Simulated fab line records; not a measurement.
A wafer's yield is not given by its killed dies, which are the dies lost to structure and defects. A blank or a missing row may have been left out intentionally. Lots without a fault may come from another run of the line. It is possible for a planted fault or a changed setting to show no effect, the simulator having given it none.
fab line records ; flow n5Finfet
record lots=24; wafers=72; lastDay=20
route steps=1938 shown BEOL_M4@1056
lots with no fault: from the same line, run without faults
startH: hours from the record's first day to the start of the lot's first wafer shown ; waitH: hours since the lot's step before ; " as in the row above ; L1.1+2: a row that stands for several wafers ; - no value, or no start given ; * or withheld: withheld ; < > ~ a bound
route shown NAME@n: a module of which the file shows steps, and the number in the route of the first ; usual: average and standard deviation across the fault-free wafers ; same: alike in all rows ; chamber/n: place in a boat ; sites: the reading at each site ; _std_site: standard deviation of those values ; _edge_site: the outer-site mean with the inner-site mean subtracted ; radiusMm: how far each site lies from the wafer's centre ; mask NAME#n: copy n ; behind: the most recent tool/chamber to have shaped the wafer ; hold: reason for holding the lot/hours on hold/outcome of the hold ; device: the n, p or np transistor that did not switch ; end of line: the same wafers' tests at the end of the route ; a step with no rows: only its recipe ; killed: count of dies lost to structure and defects at first sort (not the wafer's yield) ; map: dies across one wafer; x = killed, . = not, _ = none there
set.NAME: setting as actually run; set.NAME@STEP: the setting as run at that earlier step ; model.NAME: the simulator's own value behind a step, which no gauge read
steps of the route over a sample of lots; a table a step, a row a wafer
services: a tool's chamber out of use, with start hour (startH, from the record's first day; less than 0 if before it), hours out, and reason
## steps
# step N5_BEOL_M4_CD_MEAS_28
# recipe targetCdNm=26.2; landingEnergyEv=500; detector=seInlens; targetCdYNm=24.1; polarity=opening
# usual cdNm=26.14/0.24
lot.wafer;tool;chamber;startH;waitH;cdNm
L074.2;cdSem-02;0;168.74;-;26.39
L074.5;cdSem-02;0;168.74;-;26.14
L074.6;cdSem-02;0;168.74;-;26.62
L075.2;cdSem-03;0;213.34;-;26.15
L075.3;cdSem-03;0;213.34;-;26.03
L075.4;cdSem-03;0;213.34;-;25.62
L077.1;cdSem-03;0;229.86;-;25.65
L077.2;cdSem-03;0;229.86;-;26.13
L077.5;cdSem-03;0;229.86;-;26.14
L078.1;cdSem-02;0;231.01;-;26.47
L078.3;cdSem-02;0;231.01;-;25.83
L078.5;cdSem-02;0;231.01;-;26.27
L076.1;cdSem-02;0;231.31;-;25.64
L076.2;cdSem-02;0;231.31;-;26.05
L076.4;cdSem-02;0;231.31;-;25.85
L079.3;cdSem-01;0;236.71;-;25.99
L079.5;cdSem-01;0;236.71;-;26.30
L079.6;cdSem-01;0;236.71;-;26.43
L080.3;cdSem-02;0;239.48;-;26.26
L080.5;cdSem-02;0;239.48;-;26.42
L080.6;cdSem-02;0;239.48;-;26.26
L082.1;cdSem-02;0;240.85;-;26.44
L082.3;cdSem-02;0;240.85;-;26.02
L082.4;cdSem-02;0;240.85;-;26.29
L081.1;cdSem-01;0;243.59;-;26.00
L081.3;cdSem-01;0;243.59;-;26.01
L081.6;cdSem-01;0;243.59;-;26.16
L083.1;cdSem-02;0;255.19;-;26.16
L083.4;cdSem-02;0;255.19;-;26.03
L083.6;cdSem-02;0;255.19;-;25.91
L084.1;cdSem-02;0;258.41;-;26.47
L084.2;cdSem-02;0;258.41;-;26.59
L084.4;cdSem-02;0;258.41;-;26.21
L085.2;cdSem-01;0;280.90;-;25.98
L085.3;cdSem-01;0;280.90;-;25.96
L085.6;cdSem-01;0;280.90;-;26.28
L086.1;cdSem-01;0;283.91;-;26.13
L086.4;cdSem-01;0;283.91;-;25.86
L086.6;cdSem-01;0;283.91;-;25.97
L087.2;cdSem-03;0;284.42;-;26.26
L087.3;cdSem-03;0;284.42;-;26.00
L087.5;cdSem-03;0;284.42;-;26.02
L088.2;cdSem-01;0;284.48;-;26.57
L088.4;cdSem-01;0;284.48;-;26.36
L088.5;cdSem-01;0;284.48;-;26.35
L089.2;cdSem-01;0;304.21;-;26.51
L089.4;cdSem-01;0;304.21;-;26.48
L089.5;cdSem-01;0;304.21;-;26.08
L090.1;cdSem-01;0;310.97;-;26.35
L090.4;cdSem-01;0;310.97;-;26.21
L090.5;cdSem-01;0;310.97;-;26.40
L092.1;cdSem-01;0;311.93;-;25.93
L092.2;cdSem-01;0;311.93;-;25.91
L092.5;cdSem-01;0;311.93;-;26.18
L091.1;cdSem-03;0;312.11;-;25.67
L091.4;cdSem-03;0;312.11;-;25.92
L091.6;cdSem-03;0;312.11;-;25.82
L093.1;cdSem-02;0;312.35;-;26.04
L093.3;cdSem-02;0;312.35;-;26.07
L093.5;cdSem-02;0;312.35;-;26.41
L096.1;cdSem-03;0;351.54;-;26.20
L096.2;cdSem-03;0;351.54;-;26.17
L096.3;cdSem-03;0;351.54;-;25.95
L095.1;cdSem-03;0;352.07;-;26.34
L095.2;cdSem-03;0;352.07;-;25.86
L095.4;cdSem-03;0;352.07;-;25.91
L094.1;cdSem-01;0;354.91;-;26.01
L094.4;cdSem-01;0;354.91;-;25.97
L094.5;cdSem-01;0;354.91;-;26.32
L097.4;cdSem-02;0;356.16;-;26.01
L097.5;cdSem-02;0;356.16;-;25.79
L097.6;cdSem-02;0;356.16;-;26.35
# step N5_BEOL_M4_STRIP_36
# recipe chemistry=N2/H2; powerW=450; tempC=40; pressureMtorr=20; rfFrequencyHz=6e+07; overashFraction=0.3; biasPowerW=7; h2Frac=0.5; n2FlowSccm=200; h2FlowSccm=200
# usual drypumpMotorCurrentA=5.8/0.42; oesProductAu=0.77/0.058; rfVppV=59.2/1.3; showerheadPlenumPTorr=2.57/0.071; throttleValvePct=23.68/0.28
lot.wafer;tool;chamber;startH;waitH;drypumpMotorCurrentA;oesProductAu;rfHoursCounterH;rfVppV;showerheadPlenumPTorr;throttleValvePct
L074.2;rieDiel-06;1;179.16;0.0;5.7;0.84;68;57.5;2.57;23.65
L074.5;rieDiel-06;2;179.16;0.0;5.0;0.73;-;57.0;2.64;23.66
L074.6;rieDiel-06;3;179.16;0.0;5.9;0.75;-;58.6;2.53;23.62
L075.2;rieDiel-04;3;221.70;0.0;6.5;0.74;192;59.0;2.63;23.26
L075.3;rieDiel-04;0;221.70;0.0;6.4;0.91;19;58.4;2.71;23.49
L075.4;rieDiel-04;2;221.70;0.0;5.5;0.70;208;59.6;2.62;24.29
L077.1;rieDiel-01;1;231.26;0.0;5.8;0.82;96;61.0;2.57;23.61
L077.2;rieDiel-01;2;231.26;0.0;6.3;0.84;73;57.3;2.47;23.71
L077.5;rieDiel-01;0;231.26;0.0;5.7;0.84;-;61.5;2.68;23.84
L078.1;rieDiel-06;1;237.63;0.0;5.7;0.83;76;59.2;2.57;23.70
L078.3;rieDiel-06;3;237.63;0.0;5.9;0.75;154;59.3;2.53;23.66
L078.5;rieDiel-06;3;237.63;0.0;6.0;0.75;-;60.1;2.53;23.64
L076.1;rieDiel-04;3;237.98;0.0;6.5;0.74;196;59.5;2.63;23.26
L076.2;rieDiel-04;1;237.98;0.0;5.4;0.80;103;59.0;2.55;23.11
L076.4;rieDiel-04;0;237.98;0.0;6.4;0.92;24;59.7;2.71;23.49
L079.3;rieDiel-01;3;246.99;0.0;5.6;0.75;152;58.3;2.53;23.79
L079.5;rieDiel-01;1;246.99;0.0;5.7;0.81;-;61.0;2.56;23.60
L079.6;rieDiel-01;2;246.99;0.0;6.3;0.83;-;58.9;2.46;23.74
L081.1;rieDiel-01;0;247.46;0.0;5.7;0.84;85;59.5;2.67;23.86
L081.3;rieDiel-01;1;247.46;0.0;5.8;0.81;102;60.3;2.56;23.60
L081.6;rieDiel-01;1;247.46;0.0;5.8;0.80;-;57.8;2.56;23.59
L080.3;rieDiel-04;1;252.50;0.0;5.3;0.79;109;56.5;2.55;23.10
L080.5;rieDiel-04;2;252.50;0.0;5.4;0.69;-;60.9;2.62;24.30
L080.6;rieDiel-04;1;252.50;0.0;5.3;0.78;-;60.0;2.55;23.15
L082.1;rieDiel-01;3;252.69;0.0;5.6;0.76;153;57.5;2.53;23.75
L082.3;rieDiel-01;1;252.69;0.0;5.8;0.82;103;59.6;2.56;23.62
L082.4;rieDiel-01;2;252.69;0.0;6.2;0.83;82;57.4;2.46;23.73
L083.1;rieDiel-06;0;260.70;0.0;6.0;0.72;204;57.2;2.51;23.99
L083.4;rieDiel-06;2;260.70;0.0;5.1;0.72;-;58.2;2.63;23.70
L083.6;rieDiel-06;1;260.70;0.0;5.8;0.83;-;60.6;2.56;23.69
L084.1;rieDiel-06;1;261.17;0.0;5.7;0.81;84;60.5;2.56;23.70
L084.2;rieDiel-06;2;261.17;0.0;5.0;0.71;192;59.0;2.63;23.68
L084.4;rieDiel-06;0;261.17;0.0;6.0;0.72;-;58.2;2.51;23.97
L085.2;rieDiel-04;2;283.36;0.0;5.5;0.68;237;59.1;2.61;24.36
L085.3;rieDiel-04;1;283.36;0.0;5.3;0.78;127;57.8;2.54;23.15
L085.6;rieDiel-04;0;283.36;0.0;6.4;0.87;-;59.7;2.70;23.51
L086.1;rieDiel-06;3;284.69;0.0;5.9;0.73;172;59.8;2.52;23.67
L086.4;rieDiel-06;2;284.69;0.0;5.1;0.72;205;58.8;2.63;23.72
L086.6;rieDiel-06;3;284.69;0.0;5.9;0.73;-;58.9;2.52;23.66
L087.2;rieDiel-04;3;286.27;0.0;6.5;0.72;206;59.8;2.62;23.26
L087.3;rieDiel-04;1;286.27;0.0;5.3;0.77;128;58.6;2.54;23.16
L087.5;rieDiel-04;3;286.27;0.0;6.5;0.74;-;59.3;2.62;23.24
L088.2;rieDiel-06;1;286.31;0.0;5.7;0.82;97;60.9;2.56;23.74
L088.4;rieDiel-06;2;286.31;0.0;5.0;0.71;206;57.2;2.63;23.72
L088.5;rieDiel-06;1;286.31;0.0;5.7;0.81;-;59.4;2.56;23.71
L089.2;rieDiel-04;0;307.74;0.0;6.4;0.86;55;58.8;2.69;23.51
L089.4;rieDiel-04;1;307.74;0.0;5.3;0.77;136;58.2;2.54;23.16
L089.5;rieDiel-04;0;307.74;0.0;6.4;0.86;-;59.6;2.69;23.53
L090.1;rieDiel-01;1;316.26;0.0;5.8;0.77;127;60.8;2.55;23.64
L090.4;rieDiel-01;1;316.26;0.0;5.8;0.78;-;57.4;2.55;23.66
L090.5;rieDiel-01;2;316.26;0.0;6.2;0.80;-;58.1;2.45;23.76
L092.1;rieDiel-04;1;319.64;0.0;5.3;0.77;142;59.4;2.54;23.21
L092.2;rieDiel-04;3;319.64;0.0;6.5;0.73;220;60.2;2.61;23.29
L092.5;rieDiel-04;1;319.64;0.0;5.3;0.76;-;59.8;2.54;23.16
L091.1;rieDiel-06;3;319.66;0.0;5.9;0.72;185;60.5;2.52;23.66
L091.4;rieDiel-06;0;319.66;0.0;6.0;0.71;228;59.0;2.50;24.00
L091.6;rieDiel-06;1;319.66;0.0;5.7;0.79;-;59.4;2.55;23.73
L093.1;rieDiel-01;1;319.85;0.0;5.7;0.76;129;58.1;2.55;23.67
L093.3;rieDiel-01;3;319.85;0.0;5.6;0.72;182;58.2;2.52;23.82
L093.5;rieDiel-01;1;319.85;0.0;5.7;0.77;-;60.1;2.55;23.67
L096.1;rieDiel-01;2;353.62;0.0;6.3;0.79;124;60.1;2.44;23.80
L096.2;rieDiel-01;1;353.62;0.0;5.8;0.76;139;58.1;2.55;23.64
L096.3;rieDiel-01;3;353.62;0.0;5.6;0.71;195;59.8;2.52;23.86
L095.1;rieDiel-01;3;357.24;0.0;5.6;0.71;196;59.3;2.52;23.86
L095.2;rieDiel-01;0;357.24;0.0;5.7;0.79;119;59.5;2.66;23.88
L095.4;rieDiel-01;2;357.24;0.0;6.2;0.78;125;59.9;2.44;23.77
L094.1;rieDiel-01;2;360.21;0.0;6.3;0.79;126;60.7;2.44;23.80
L094.4;rieDiel-01;3;360.21;0.0;5.6;0.71;198;60.1;2.51;23.86
L094.5;rieDiel-01;3;360.21;0.0;5.6;0.72;-;59.7;2.52;23.85
L097.4;rieDiel-04;1;363.13;0.0;5.3;0.75;161;57.6;2.53;23.18
L097.5;rieDiel-04;3;363.13;0.0;6.5;0.71;-;60.4;2.61;23.29
L097.6;rieDiel-04;2;363.13;0.0;5.4;0.93;-;57.4;2.60;24.00
# step N5_BEOL_M4_SURFACE_TREAT_85
# recipe gas=Ar; timeS=*; ionEnergyEv=*; ionCurrentMaCm2=0.5; pressureMtorr=*; arFlowSccm=30
# usual throttleValvePct=*
lot.wafer;tool;chamber;startH;waitH;throttleValvePct
L074.2;pvdSputter-03;-;180.13;0.2;*
L074.5;pvdSputter-03;-;180.13;0.2;*
L074.6;pvdSputter-03;-;180.13;0.2;*
L075.2;pvdSputter-03;-;222.78;0.3;*
L075.3;pvdSputter-03;-;222.78;0.3;*
L075.4;pvdSputter-03;-;222.78;0.3;*
L077.1;pvdSputter-02;-;232.09;0.1;*
L077.2;pvdSputter-02;-;232.09;0.1;*
L077.5;pvdSputter-02;-;232.09;0.1;*
L078.1;pvdSputter-02;-;238.54;0.2;*
L078.3;pvdSputter-02;-;238.54;0.2;*
L078.5;pvdSputter-02;-;238.54;0.2;*
L076.1;pvdSputter-03;-;239.13;0.1;*
L076.2;pvdSputter-03;-;239.13;0.1;*
L076.4;pvdSputter-03;-;239.13;0.1;*
L079.3;pvdSputter-02;-;247.96;0.1;*
L079.5;pvdSputter-02;-;247.96;0.1;*
L079.6;pvdSputter-02;-;247.96;0.1;*
L081.1;pvdSputter-01;-;250.08;1.9;*
L081.3;pvdSputter-01;-;250.08;1.9;*
L081.6;pvdSputter-01;-;250.08;1.9;*
L080.3;pvdSputter-03;-;253.91;0.2;*
L080.5;pvdSputter-03;-;253.91;0.2;*
L080.6;pvdSputter-03;-;253.91;0.2;*
L082.1;pvdSputter-01;-;254.02;0.1;*
L082.3;pvdSputter-01;-;254.02;0.1;*
L082.4;pvdSputter-01;-;254.02;0.1;*
L083.1;pvdSputter-02;-;262.05;0.2;*
L083.4;pvdSputter-02;-;262.05;0.2;*
L083.6;pvdSputter-02;-;262.05;0.2;*
L084.1;pvdSputter-03;-;262.54;0.2;*
L084.2;pvdSputter-03;-;262.54;0.2;*
L084.4;pvdSputter-03;-;262.54;0.2;*
L085.2;pvdSputter-01;-;284.27;0.1;*
L085.3;pvdSputter-01;-;284.27;0.1;*
L085.6;pvdSputter-01;-;284.27;0.1;*
L086.1;pvdSputter-02;-;286.89;0.1;*
L086.4;pvdSputter-02;-;286.89;0.1;*
L086.6;pvdSputter-02;-;286.89;0.1;*
L087.2;pvdSputter-01;-;287.27;0.2;*
L087.3;pvdSputter-01;-;287.27;0.2;*
L087.5;pvdSputter-01;-;287.27;0.2;*
L088.2;pvdSputter-01;-;287.31;0.2;*
L088.4;pvdSputter-01;-;287.31;0.2;*
L088.5;pvdSputter-01;-;287.31;0.2;*
L089.2;pvdSputter-03;-;309.09;0.2;*
L089.4;pvdSputter-03;-;309.09;0.2;*
L089.5;pvdSputter-03;-;309.09;0.2;*
L090.1;pvdSputter-01;-;317.11;0.2;*
L090.4;pvdSputter-01;-;317.11;0.2;*
L090.5;pvdSputter-01;-;317.11;0.2;*
L092.1;pvdSputter-02;-;320.55;0.2;*
L092.2;pvdSputter-02;-;320.55;0.2;*
L092.5;pvdSputter-02;-;320.55;0.2;*
L093.1;pvdSputter-02;-;320.93;0.1;*
L093.3;pvdSputter-02;-;320.93;0.1;*
L093.5;pvdSputter-02;-;320.93;0.1;*
L091.1;pvdSputter-02;-;321.15;0.2;*
L091.4;pvdSputter-02;-;321.15;0.2;*
L091.6;pvdSputter-02;-;321.15;0.2;*
L096.1;pvdSputter-02;-;354.78;0.4;*
L096.2;pvdSputter-02;-;354.78;0.4;*
L096.3;pvdSputter-02;-;354.78;0.4;*
L095.1;pvdSputter-02;-;358.20;0.1;*
L095.2;pvdSputter-02;-;358.20;0.1;*
L095.4;pvdSputter-02;-;358.20;0.1;*
L094.1;pvdSputter-02;-;361.37;0.2;*
L094.4;pvdSputter-02;-;361.37;0.2;*
L094.5;pvdSputter-02;-;361.37;0.2;*
L097.4;pvdSputter-01;-;364.24;0.2;*
L097.5;pvdSputter-01;-;364.24;0.2;*
L097.6;pvdSputter-01;-;364.24;0.2;*
# step N5_BEOL_M4_SPUTTER_92
# recipe material=Cu; targetThkA=45; tempC=-20; chamberPressurePa=0.07; powerW=withheld; timeS=8.29
# usual throttleValvePct=29.8/1.1
lot.wafer;tool;chamber;startH;waitH;throttleValvePct
L074.2;pvdSputter-03;-;181.93;0.1;29.0
L074.5;pvdSputter-03;-;181.93;0.1;27.8
L074.6;pvdSputter-03;-;181.93;0.1;30.7
L075.2;pvdSputter-02;-;224.41;0.1;29.7
L075.3;pvdSputter-02;-;224.41;0.1;31.4
L075.4;pvdSputter-02;-;224.41;0.1;30.5
L077.1;pvdSputter-02;-;233.63;0.1;29.9
L077.2;pvdSputter-02;-;233.63;0.1;31.4
L077.5;pvdSputter-02;-;233.63;0.1;29.6
L078.1;pvdSputter-02;-;240.10;0.1;30.2
L078.3;pvdSputter-02;-;240.10;0.1;31.4
L078.5;pvdSputter-02;-;240.10;0.1;30.2
L076.1;pvdSputter-01;-;240.71;0.1;29.8
L076.2;pvdSputter-01;-;240.71;0.1;28.8
L076.4;pvdSputter-01;-;240.71;0.1;28.7
L079.3;pvdSputter-01;-;249.56;0.1;28.5
L079.5;pvdSputter-01;-;249.56;0.1;29.9
L079.6;pvdSputter-01;-;249.56;0.1;31.0
L081.1;pvdSputter-01;-;253.28;0.1;29.9
L081.3;pvdSputter-01;-;253.28;0.1;28.9
L081.6;pvdSputter-01;-;253.28;0.1;28.7
L080.3;pvdSputter-01;-;255.46;0.1;29.0
L080.5;pvdSputter-01;-;255.46;0.1;31.2
L080.6;pvdSputter-01;-;255.46;0.1;28.6
L082.1;pvdSputter-03;-;255.63;0.1;29.3
L082.3;pvdSputter-03;-;255.63;0.1;28.1
L082.4;pvdSputter-03;-;255.63;0.1;30.5
L083.1;pvdSputter-01;-;263.65;0.1;30.0
L083.4;pvdSputter-01;-;263.65;0.1;31.0
L083.6;pvdSputter-01;-;263.65;0.1;30.0
L084.1;pvdSputter-03;-;264.24;0.1;29.2
L084.2;pvdSputter-03;-;264.24;0.1;30.4
L084.4;pvdSputter-03;-;264.24;0.1;28.0
L085.2;pvdSputter-01;-;285.95;0.1;28.7
L085.3;pvdSputter-01;-;285.95;0.1;29.9
L085.6;pvdSputter-01;-;285.95;0.1;29.8
L086.1;pvdSputter-02;-;288.49;0.1;28.7
L086.4;pvdSputter-02;-;288.49;0.1;29.9
L086.6;pvdSputter-02;-;288.49;0.1;31.4
L087.2;pvdSputter-01;-;288.93;0.1;31.1
L087.3;pvdSputter-01;-;288.93;0.1;28.3
L087.5;pvdSputter-01;-;288.93;0.1;28.8
L088.2;pvdSputter-03;-;289.13;0.1;27.7
L088.4;pvdSputter-03;-;289.13;0.1;28.8
L088.5;pvdSputter-03;-;289.13;0.1;28.0
L089.2;pvdSputter-01;-;310.74;0.1;29.1
L089.4;pvdSputter-01;-;310.74;0.1;30.1
L089.5;pvdSputter-01;-;310.74;0.1;30.1
L090.1;pvdSputter-01;-;318.73;0.1;31.3
L090.4;pvdSputter-01;-;318.73;0.1;29.8
L090.5;pvdSputter-01;-;318.73;0.1;29.9
L092.1;pvdSputter-01;-;322.18;0.1;29.1
L092.2;pvdSputter-01;-;322.18;0.1;29.9
L092.5;pvdSputter-01;-;322.18;0.1;31.2
L093.1;pvdSputter-02;-;322.61;0.1;28.6
L093.3;pvdSputter-02;-;322.61;0.1;31.0
L093.5;pvdSputter-02;-;322.61;0.1;31.3
L091.1;pvdSputter-01;-;324.02;0.1;30.8
L091.4;pvdSputter-01;-;324.02;0.1;29.8
L091.6;pvdSputter-01;-;324.02;0.1;31.4
L096.1;pvdSputter-02;-;356.32;0.1;31.1
L096.2;pvdSputter-02;-;356.32;0.1;28.8
L096.3;pvdSputter-02;-;356.32;0.1;29.8
L095.1;pvdSputter-02;-;359.98;0.1;30.5
L095.2;pvdSputter-02;-;359.98;0.1;29.8
L095.4;pvdSputter-02;-;359.98;0.1;28.8
L094.1;pvdSputter-01;-;362.98;0.1;28.5
L094.4;pvdSputter-01;-;362.98;0.1;29.9
L094.5;pvdSputter-01;-;362.98;0.1;28.9
L097.4;pvdSputter-02;-;365.86;0.1;30.2
L097.5;pvdSputter-02;-;365.86;0.1;31.1
L097.6;pvdSputter-02;-;365.86;0.1;30.3
# step N5_BEOL_M4_THK_MEAS_53
# recipe thkMeasGauge=xrf; reads=Cu_of_BEOL_M4_ECD_50
# usual M4_THK=40.1/1.1
lot.wafer;tool;chamber;startH;waitH;M4_THK[nm]
L074.2;filmMetro-01;-;183.19;-;41.0
L074.5;filmMetro-01;-;183.19;-;41.1
L074.6;filmMetro-01;-;183.19;-;41.7
L075.2;filmMetro-02;-;227.32;-;39.3
L075.3;filmMetro-02;-;227.32;-;39.3
L075.4;filmMetro-02;-;227.32;-;39.3
L077.1;filmMetro-02;-;234.86;-;40.5
L077.2;filmMetro-02;-;234.86;-;40.9
L077.5;filmMetro-02;-;234.86;-;38.5
L078.1;filmMetro-01;-;241.35;-;42.3
L078.3;filmMetro-01;-;241.35;-;41.9
L078.5;filmMetro-01;-;241.35;-;40.8
L076.1;filmMetro-02;-;241.93;-;40.7
L076.2;filmMetro-02;-;241.93;-;41.9
L076.4;filmMetro-02;-;241.93;-;40.8
L079.3;filmMetro-02;-;250.79;-;40.1
L079.5;filmMetro-02;-;250.79;-;41.6
L079.6;filmMetro-02;-;250.79;-;40.1
L081.1;filmMetro-02;-;254.52;-;40.4
L081.3;filmMetro-02;-;254.52;-;40.6
L081.6;filmMetro-02;-;254.52;-;39.5
L080.3;filmMetro-01;-;256.69;-;40.5
L080.5;filmMetro-01;-;256.69;-;40.5
L080.6;filmMetro-01;-;256.69;-;40.8
L082.1;filmMetro-01;-;256.95;-;41.0
L082.3;filmMetro-01;-;256.95;-;40.4
L082.4;filmMetro-01;-;256.95;-;41.2
L083.1;filmMetro-02;-;264.99;-;38.8
L083.4;filmMetro-02;-;264.99;-;41.5
L083.6;filmMetro-02;-;264.99;-;41.3
L084.1;filmMetro-01;-;265.67;-;40.5
L084.2;filmMetro-01;-;265.67;-;41.2
L084.4;filmMetro-01;-;265.67;-;42.4
L085.2;filmMetro-02;-;287.17;-;39.8
L085.3;filmMetro-02;-;287.17;-;38.4
L085.6;filmMetro-02;-;287.17;-;40.5
L086.1;filmMetro-01;-;289.72;-;39.4
L086.4;filmMetro-01;-;289.72;-;40.1
L086.6;filmMetro-01;-;289.72;-;39.9
L087.2;filmMetro-02;-;290.15;-;41.2
L087.3;filmMetro-02;-;290.15;-;40.0
L087.5;filmMetro-02;-;290.15;-;41.4
L088.2;filmMetro-02;-;290.49;-;40.2
L088.4;filmMetro-02;-;290.49;-;40.2
L088.5;filmMetro-02;-;290.49;-;40.6
L089.2;filmMetro-01;-;311.98;-;41.3
L089.4;filmMetro-01;-;311.98;-;38.5
L089.5;filmMetro-01;-;311.98;-;39.9
L090.1;filmMetro-01;-;319.97;-;40.1
L090.4;filmMetro-01;-;319.97;-;40.8
L090.5;filmMetro-01;-;319.97;-;39.8
L092.1;filmMetro-01;-;323.42;-;36.2
L092.2;filmMetro-01;-;323.42;-;38.1
L092.5;filmMetro-01;-;323.42;-;38.4
L093.1;filmMetro-01;-;323.84;-;38.6
L093.3;filmMetro-01;-;323.84;-;39.6
L093.5;filmMetro-01;-;323.84;-;39.4
L091.1;filmMetro-01;-;325.37;-;38.9
L091.4;filmMetro-01;-;325.37;-;38.9
L091.6;filmMetro-01;-;325.37;-;39.4
L096.1;filmMetro-02;-;357.56;-;39.1
L096.2;filmMetro-02;-;357.56;-;39.8
L096.3;filmMetro-02;-;357.56;-;38.8
L095.1;filmMetro-01;-;361.22;-;40.1
L095.2;filmMetro-01;-;361.22;-;41.0
L095.4;filmMetro-01;-;361.22;-;41.0
L094.1;filmMetro-01;-;364.22;-;40.6
L094.4;filmMetro-01;-;364.22;-;38.2
L094.5;filmMetro-01;-;364.22;-;38.8
L097.4;filmMetro-01;-;367.09;-;37.5
L097.5;filmMetro-01;-;367.09;-;39.3
L097.6;filmMetro-01;-;367.09;-;40.9
# step N5_BEOL_M4_DEP_57
# recipe material=SiCN; targetThkA=80; tempC=withheld; precursor=3MS/NH3; pressureTorr=3; rfW=202; timeS=14
# usual chamberPressureTorr=3.000/0.0078; showerheadPlenumPTorr=3.657/0.018; throttleValvePct=9.2/0.47
lot.wafer;tool;chamber;startH;waitH;chamberPressureTorr;showerheadPlenumPTorr;throttleValvePct
L074.2;pecvd-01;0;183.38;0.0;2.999;3.662;9.6
L074.5;pecvd-01;2;183.38;0.0;3.000;3.642;9.1
L074.6;pecvd-01;0;183.38;0.0;2.994;3.657;9.4
L075.2;pecvd-01;2;227.51;0.0;3.005;3.650;9.1
L075.3;pecvd-01;0;227.51;0.0;2.999;3.659;9.6
L075.4;pecvd-01;0;227.51;0.0;3.011;3.664;9.4
L077.1;pecvd-03;2;235.06;0.0;3.002;3.645;8.0
L077.2;pecvd-03;0;235.06;0.0;3.003;3.667;9.2
L077.5;pecvd-03;1;235.06;0.0;3.006;3.653;9.8
L078.1;pecvd-03;1;241.54;0.0;2.996;3.649;9.4
L078.3;pecvd-03;2;241.54;0.0;2.998;3.653;8.1
L078.5;pecvd-03;0;241.54;0.0;3.000;3.668;9.2
L076.1;pecvd-04;1;242.13;0.0;2.997;3.674;10.2
L076.2;pecvd-04;0;242.13;0.0;3.007;3.703;9.2
L076.4;pecvd-04;2;242.13;0.0;3.007;3.681;8.9
L079.3;pecvd-01;1;250.98;0.0;2.999;3.636;8.5
L079.5;pecvd-01;0;250.98;0.0;3.004;3.653;9.7
L079.6;pecvd-01;2;250.98;0.0;2.999;3.653;8.9
L081.1;pecvd-01;1;254.71;0.0;3.010;3.632;9.0
L081.3;pecvd-01;2;254.71;0.0;2.987;3.657;8.9
L081.6;pecvd-01;2;254.71;0.0;2.997;3.649;9.1
L080.3;pecvd-01;0;256.88;0.0;3.009;3.650;9.5
L080.5;pecvd-01;1;256.88;0.0;2.996;3.632;8.7
L080.6;pecvd-01;2;256.88;0.0;3.001;3.649;9.1
L082.1;pecvd-01;1;257.21;0.0;2.985;3.643;9.1
L082.3;pecvd-01;0;257.21;0.0;3.001;3.656;9.6
L082.4;pecvd-01;2;257.21;0.0;2.992;3.641;9.0
L083.1;pecvd-01;1;265.18;0.0;2.994;3.638;9.0
L083.4;pecvd-01;0;265.18;0.0;3.003;3.656;9.3
L083.6;pecvd-01;2;265.18;0.0;3.007;3.652;9.2
L084.1;pecvd-01;0;265.87;0.0;2.996;3.660;9.2
L084.2;pecvd-01;1;265.87;0.0;2.999;3.631;8.9
L084.4;pecvd-01;0;265.87;0.0;2.997;3.649;9.4
L085.2;pecvd-01;1;287.49;0.0;2.988;3.637;9.1
L085.3;pecvd-01;2;287.49;0.0;3.003;3.641;9.4
L085.6;pecvd-01;1;287.49;0.0;2.993;3.641;8.9
L086.1;pecvd-04;1;289.91;0.0;2.992;3.681;10.2
L086.4;pecvd-04;2;289.91;0.0;3.001;3.678;9.0
L086.6;pecvd-04;1;289.91;0.0;2.989;3.671;10.2
L087.2;pecvd-03;0;290.35;0.0;3.003;3.660;9.1
L087.3;pecvd-03;2;290.35;0.0;3.005;3.642;8.3
L087.5;pecvd-03;1;290.35;0.0;2.995;3.647;9.5
L088.2;pecvd-01;0;290.68;0.0;3.004;3.662;9.1
L088.4;pecvd-01;2;290.68;0.0;3.000;3.651;9.0
L088.5;pecvd-01;1;290.68;0.0;2.998;3.636;8.8
L089.2;pecvd-03;2;312.18;0.0;3.004;3.646;8.0
L089.4;pecvd-03;2;312.18;0.0;3.012;3.650;8.1
L089.5;pecvd-03;0;312.18;0.0;2.992;3.667;9.4
L090.1;pecvd-01;1;320.17;0.0;2.987;3.642;8.8
L090.4;pecvd-01;1;320.17;0.0;2.990;3.634;8.5
L090.5;pecvd-01;2;320.17;0.0;2.997;3.653;9.3
L092.1;pecvd-01;0;323.61;0.0;2.999;3.659;9.3
L092.2;pecvd-01;2;323.61;0.0;2.990;3.657;9.0
L092.5;pecvd-01;0;323.61;0.0;2.995;3.662;9.7
L093.1;pecvd-03;1;324.04;0.0;3.006;3.654;9.4
L093.3;pecvd-03;2;324.04;0.0;3.001;3.656;8.1
L093.5;pecvd-03;0;324.04;0.0;3.000;3.668;9.2
L091.1;pecvd-04;2;325.56;0.0;2.999;3.690;9.0
L091.4;pecvd-04;0;325.56;0.0;3.014;3.704;9.0
L091.6;pecvd-04;2;325.56;0.0;3.004;3.677;8.7
L096.1;pecvd-01;2;357.75;0.0;2.998;3.655;9.0
L096.2;pecvd-01;1;357.75;0.0;2.995;3.640;9.1
L096.3;pecvd-01;0;357.75;0.0;3.000;3.654;9.4
L095.1;pecvd-04;2;361.41;0.0;2.996;3.665;8.7
L095.2;pecvd-04;0;361.41;0.0;2.987;3.690;9.1
L095.4;pecvd-04;0;361.41;0.0;2.986;3.712;9.3
L094.1;pecvd-01;0;364.42;0.0;3.005;3.656;9.3
L094.4;pecvd-01;2;364.42;0.0;3.003;3.651;9.2
L094.5;pecvd-01;1;364.42;0.0;2.997;3.635;8.7
L097.4;pecvd-04;2;367.30;0.0;3.017;3.683;8.7
L097.5;pecvd-04;0;367.30;0.0;3.008;3.698;9.3
L097.6;pecvd-04;1;367.30;0.0;2.996;3.675;10.2
## services
tool;chamber;startH;hours;kind
rieDiel-01;0;161.28;4.4;repair
rieDiel-01;1;187.71;6.8;repair
pvdSputter-03;-;188.94;5.9;repair
pecvd-03;2;202.38;-;clean
pecvd-03;2;202.38;-;consumableReplace:showerhead
pecvd-03;2;202.38;29.0;scheduledDown
pvdSputter-02;-;202.44;2.8;repair
pvdSputter-03;-;211.08;3.7;repair
rieDiel-06;1;214.42;9.5;repair
rieDiel-01;-;234.77;2.8;pm
rieDiel-06;3;258.10;3.1;repair
rieDiel-04;3;260.32;20.8;repair
rieDiel-06;1;301.28;8.3;repair
pecvd-04;-;310.65;2.8;pm
rieDiel-06;-;310.71;2.8;pm
rieDiel-01;0;311.39;14.6;repair
rieDiel-04;2;317.65;-;clean
rieDiel-04;2;317.65;-;consumableReplace:focusRing
rieDiel-04;2;317.65;19.5;scheduledDown
rieDiel-04;2;317.65;19.5;ventCycle
rieDiel-01;1;323.83;2.3;repair
rieDiel-04;0;328.48;9.2;repair
rieDiel-01;1;337.50;9.0;repair
pecvd-03;-;362.37;1.5;repair
## key
fault none
